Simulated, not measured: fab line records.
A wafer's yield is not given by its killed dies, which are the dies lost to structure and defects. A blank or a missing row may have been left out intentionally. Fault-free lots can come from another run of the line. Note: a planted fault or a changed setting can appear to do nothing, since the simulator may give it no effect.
Which tool did it?    flow n5 finfet    8 lots, 24 wafers sampled, at 6 steps of a route of 1938

== WHAT THE GAUGES READ, wafer by wafer ==
N5_BEOL_M4_RC_MEAS_101. Usual: DIBL_N 36.1 mV/V, standard deviation 1.7; DIBL_P 35.9 mV/V, standard deviation 2.1; IOFF_N 0.154 nA/um, standard deviation 0.029; IOFF_P 0.21 nA/um, standard deviation 0.035; ION_N 673 uA/um, standard deviation 10; ION_P 463 uA/um, standard deviation 7.5; SS_N 71.6 mV/dec, standard deviation 0.59; SS_P 73.2 mV/dec, standard deviation 0.69; VT_N 250.5 mV, standard deviation 2.9; VT_P -250 mV, standard deviation 3.2.
lot   measured      on         DIBL_N (mV/V)   DIBL_P (mV/V)   IOFF_N (nA/um)     IOFF_P (nA/um)  ION_N (uA/um)  ION_P (uA/um)  SS_N (mV/dec)   SS_P (mV/dec)   VT_N (mV)          VT_P (mV)       flag
L847  day 9 07:53   prober-01  36.0 36.3 38.3  36.4 36.3 39.3  0.148 0.160 0.189  0.21 0.22 0.27  673 675 690    468 465 474    71.7 70.9 71.7  73.7 73.5 74.4  253.1 252.2 247.2  -250 -247 -246  
L856  day 11 12:33  prober-01  35.5 38.1 34.7  33.6 36.0 32.0  0.129 0.174 0.118  0.17 0.21 0.15  671 686 653    458 459 445    71.4 71.9 70.9  73.4 73.2 72.0  253.9 246.4 252.6  -256 -250 -253  
L857  day 12 04:52  prober-01  35.6 35.3 36.7  35.8 35.4 36.4  0.148 0.140 0.151  0.21 0.20 0.20  668 665 661    462 458 454    71.5 71.5 72.3  73.6 73.0 72.6  250.8 251.8 250.6  -250 -250 -250  
L860  day 12 08:46  prober-02  37.2 34.7 36.0  37.7 34.4 36.1  0.166 0.118 0.152  0.28 0.22 0.25  678 651 671    480 462 471    72.0 71.1 70.3  73.7 72.4 73.1  248.9 253.9 248.7  -243 -247 -244  
L861  day 12 11:14  prober-01  38.0 35.1 38.2  37.8 33.7 37.4  0.192 0.117 0.187  0.24 0.17 0.22  691 650 687    469 449 468    72.7 71.3 72.1  73.1 72.9 73.4  248.7 255.1 246.8  -248 -254 -250  
L859  day 12 15:35  prober-01  35.5 35.6 34.0  36.0 37.0 34.9  0.133 0.142 0.113  0.21 0.23 0.19  670 665 665    466 469 466    71.0 70.6 71.3  73.6 73.3 72.9  254.2 249.0 253.2  -249 -248 -248  
L865  day 13 18:20  prober-02  36.1 36.5 35.0  34.5 35.5 33.4  0.143 0.158 0.135  0.21 0.22 0.19  668 676 677    466 468 474    70.9 71.9 71.2  72.8 72.2 72.3  252.3 247.6 251.1  -247 -249 -250  
L867  day 14 10:16  prober-02  36.6 36.2 38.7  33.7 33.5 37.3  0.141 0.131 0.171  0.17 0.17 0.21  670 669 675    458 457 456    71.2 70.7 71.6  73.6 72.3 73.7  252.5 253.5 247.2  -254 -254 -250  

N5_BEOL_M9_OCD_MEAS_38. Usual: 151.8 nm for trench depth nm, sd 2.8.
lot   measured      on      trench depth nm (nm)  flag
L847  day 10 23:05  ocd-01  150.9 155.0 154.1     
L856  day 13 09:52  ocd-01  90.7 130.0 153.9      OFF
L857  day 13 22:37  ocd-02  65.3 124.3 155.5      OFF
L860  day 14 03:04  ocd-02  152.0 154.1 155.3     
L861  day 14 02:57  ocd-02  148.2 154.7 156.6     
L859  day 14 08:52  ocd-01  149.3 153.1 148.6     
L865  day 15 19:10  ocd-01  153.8 149.1 152.7     
L867  day 16 12:14  ocd-01  153.4 155.6 154.0     

== WHAT TOOL EACH LOT RAN ON (gives the tool, then ch and the chambers of the sampled wafers, and finally the start) ==
lot   N5_BEOL_M9_ETCH_62                  N5_BEOL_M9_STRIP_19                 N5_BEOL_M9_DESCUM_33                N5_BEOL_M9_STRIP_36
L847  rie diel-06 ch 0,2, day 10 20:57    rie diel-06 ch 0,3, day 10 21:14    rie diel-06 ch 2,3, day 10 22:38    rie diel-06 ch 2,3, day 10 22:52
L856  rie diel-03 ch 0,1,2, day 13 08:25  rie diel-03 ch 0,1, day 13 08:43    rie diel-06 ch 0,1,2, day 13 09:25  rie diel-06 ch 0,1,2, day 13 09:40
L857  rie diel-03 ch 0,1,2, day 13 20:49  rie diel-02 ch 0,1,3, day 13 21:07  rie diel-02 ch 0,2,3, day 13 22:10  rie diel-02 ch 0,2,3, day 13 22:24
L860  rie diel-06 ch 0,2,3, day 13 23:07  rie diel-03 ch 1,3, day 13 23:25    rie diel-06 ch 0,2,3, day 14 02:36  rie diel-06 ch 0,2,3, day 14 02:50
L861  rie diel-06 ch 0,2,3, day 14 00:28  rie diel-02 ch 0,2, day 14 00:46    rie diel-02 ch 0,2,3, day 14 02:30  rie diel-02 ch 0,2,3, day 14 02:44
L859  rie diel-06 ch 2,3, day 14 07:07    rie diel-03 ch 0,1,3, day 14 07:25  rie diel-03 ch 0,2,3, day 14 08:25  rie diel-03 ch 0,2,3, day 14 08:40
L865  rie diel-02 ch 2,3, day 15 15:43    rie diel-02 ch 1,2, day 15 16:05    rie diel-06 ch 0,3, day 15 18:43    rie diel-06 ch 0,3, day 15 18:57
L867  rie diel-02 ch 0,1,2, day 16 09:28  rie diel-06 ch 0,1,3, day 16 09:46  rie diel-06 ch 1,2,3, day 16 11:46  rie diel-06 ch 1,2,3, day 16 12:00
- N5_BEOL_M9_ETCH_62: etches SOC in N2/H2, target depth 110 nm, overetch 22 nm, time 165 s.
- N5_BEOL_M9_STRIP_19: strips in O2.
- N5_BEOL_M9_DESCUM_33: chemistry O2, time 7 s.
- N5_BEOL_M9_STRIP_36: strips in N2/H2.

== WHAT THE TOOLS THEMSELVES READ (means of the sampled wafers that have a number; where no wafer has one, the mark that the record gives instead) ==
N5_BEOL_M9_ETCH_62. Usual: drypump motor current A 5.7 A, standard deviation 0.36; oes product au 0.68 a.u., standard deviation 0.078; rf vpp V 524.6 V, standard deviation 2.2; showerhead plenum p Torr 2.57 Torr, standard deviation 0.073; throttle valve pct 17.78 %, standard deviation 0.26.
lot   tool         drypump motor current A (A)  oes product au (a.u.)  rf vpp V (V)  showerhead plenum p Torr (Torr)  throttle valve pct (%)  flag
L847  rie diel-06  5.9                          0.65                   526.0         2.62                             17.90                   
L856  rie diel-03  5.5                          0.72                   523.5         2.54                             17.65                   
L857  rie diel-03  5.5                          0.72                   523.5         2.53                             17.65                   
L860  rie diel-06  5.7                          0.69                   525.3         2.61                             17.81                   
L861  rie diel-06  5.7                          0.69                   525.6         2.61                             17.81                   
L859  rie diel-06  6.0                          0.67                   525.9         2.63                             17.92                   
L865  rie diel-02  5.3                          0.67                   526.1         2.61                             17.85                   
L867  rie diel-02  5.9                          0.65                   526.7         2.62                             17.81                   

N5_BEOL_M9_STRIP_19. Usual: drypump motor current A 5.7 A, standard deviation 0.38; oes product au 0.80 a.u., standard deviation 0.096; rf vpp V 3.6 V, standard deviation 0.52; showerhead plenum p Torr 2.13 Torr, standard deviation 0.063; throttle valve pct 16.67 %, standard deviation 0.26.
lot   tool         drypump motor current A (A)  oes product au (a.u.)  rf vpp V (V)  showerhead plenum p Torr (Torr)  throttle valve pct (%)  flag
L847  rie diel-06  5.4                          0.79                   3.1           2.14                             16.70                   
L856  rie diel-03  5.4                          0.82                   3.4           2.14                             16.63                   
L857  rie diel-02  6.1                          0.88                   3.5           2.15                             16.29                   
L860  rie diel-03  5.5                          0.78                   3.5           2.05                             16.63                   
L861  rie diel-02  6.1                          0.87                   3.4           2.21                             16.59                   
L859  rie diel-03  5.5                          0.78                   3.4           2.09                             16.62                   
L865  rie diel-02  5.7                          0.72                   3.6           2.10                             16.60                   
L867  rie diel-06  5.6                          0.88                   3.4           2.14                             16.54                   

N5_BEOL_M9_DESCUM_33. Usual: drypump motor current A 5.7 A, standard deviation 0.36; oes product au 0.80 a.u., standard deviation 0.095; rf vpp V 243.8 V, standard deviation 1.1; showerhead plenum p Torr 2.13 Torr, standard deviation 0.056; throttle valve pct 20.45 %, standard deviation 0.27.
lot   tool         drypump motor current A (A)  oes product au (a.u.)  rf vpp V (V)  showerhead plenum p Torr (Torr)  throttle valve pct (%)  flag
L847  rie diel-06  5.8                          0.72                   244.5         2.16                             20.67                   
L856  rie diel-06  5.7                          0.76                   243.5         2.15                             20.65                   
L857  rie diel-02  5.7                          0.88                   244.9         2.18                             20.30                   
L860  rie diel-06  5.7                          0.83                   243.9         2.15                             20.47                   
L861  rie diel-02  5.7                          0.87                   244.2         2.18                             20.30                   
L859  rie diel-03  5.6                          0.78                   243.4         2.10                             20.50                   
L865  rie diel-06  5.6                          0.86                   243.9         2.13                             20.28                   
L867  rie diel-06  5.9                          0.85                   244.2         2.15                             20.43                   

N5_BEOL_M9_STRIP_36. Usual: drypump motor current A 5.7 A, standard deviation 0.36; oes product au 0.80 a.u., standard deviation 0.093; power w 450.1 W, standard deviation 1.3; rf vpp V 59.3 V, standard deviation 1.3; showerhead plenum p Torr 2.58 Torr, standard deviation 0.063; throttle valve pct 23.63 %, standard deviation 0.25.
lot   tool         drypump motor current A (A)  oes product au (a.u.)  power w (W)  rf vpp V (V)  showerhead plenum p Torr (Torr)  throttle valve pct (%)  flag
L847  rie diel-06  5.8                          0.73                   449.5        59.5          2.63                             23.92                   
L856  rie diel-06  5.8                          0.75                   450.4        57.0          2.60                             23.72                   
L857  rie diel-02  5.8                          0.88                   449.0        58.4          2.64                             23.49                   
L860  rie diel-06  5.7                          0.82                   449.8        60.2          2.60                             23.61                   
L861  rie diel-02  5.8                          0.88                   450.0        58.6          2.64                             23.52                   
L859  rie diel-03  5.6                          0.78                   451.0        59.6          2.54                             23.75                   
L865  rie diel-06  5.6                          0.86                   450.4        61.2          2.59                             23.50                   
L867  rie diel-06  5.9                          0.85                   450.7        58.4          2.60                             23.55                   

== THE ANSWER, worked out from the rows above alone ==
Rule: a lot is off if the mean of its wafers that have a number lies more than 3 standard deviations from the usual mean. Also off: a lot with no number at a reading for which 4 or more lots have one. Any other lot the step has rows for is counted as sound. The gauges are gone through in route order, then the tools' own readings, and for those a lot's mean is taken as printed above. The first step at which some lot is off is used, and at that step the reading that is off furthest; a lot without a number counts as furthest.
Off at N5_BEOL_M9_OCD_MEAS_38 (trench depth nm): L856, L857.
A tool fits if, at a process step before that reading, it ran every lot that is off, and no sound lot after the first of them. The gauges at N5_BEOL_M9_OCD_MEAS_38 are tried like those tools. One fits: rie diel-03 at N5_BEOL_M9_ETCH_62. It ran no sound lot before its first lot that is off in this sample, so the start can't be narrowed down.
The tool's own readings at N5_BEOL_M9_ETCH_62 bear it out: on the lots that are off they differ by more than 5 times the standard deviation of the sound lots' means. rf vpp V reads 523.5 V there against 525.9 V on the sound lots; showerhead plenum p Torr reads 2.54 Torr there against 2.62 Torr on the sound lots.

== WHAT HAD BEEN PUT IN BY THE SIMULATOR ==
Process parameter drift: rie diel-03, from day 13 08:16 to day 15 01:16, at N5_BEOL_M9_ETCH_62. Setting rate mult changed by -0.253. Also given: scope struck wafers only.
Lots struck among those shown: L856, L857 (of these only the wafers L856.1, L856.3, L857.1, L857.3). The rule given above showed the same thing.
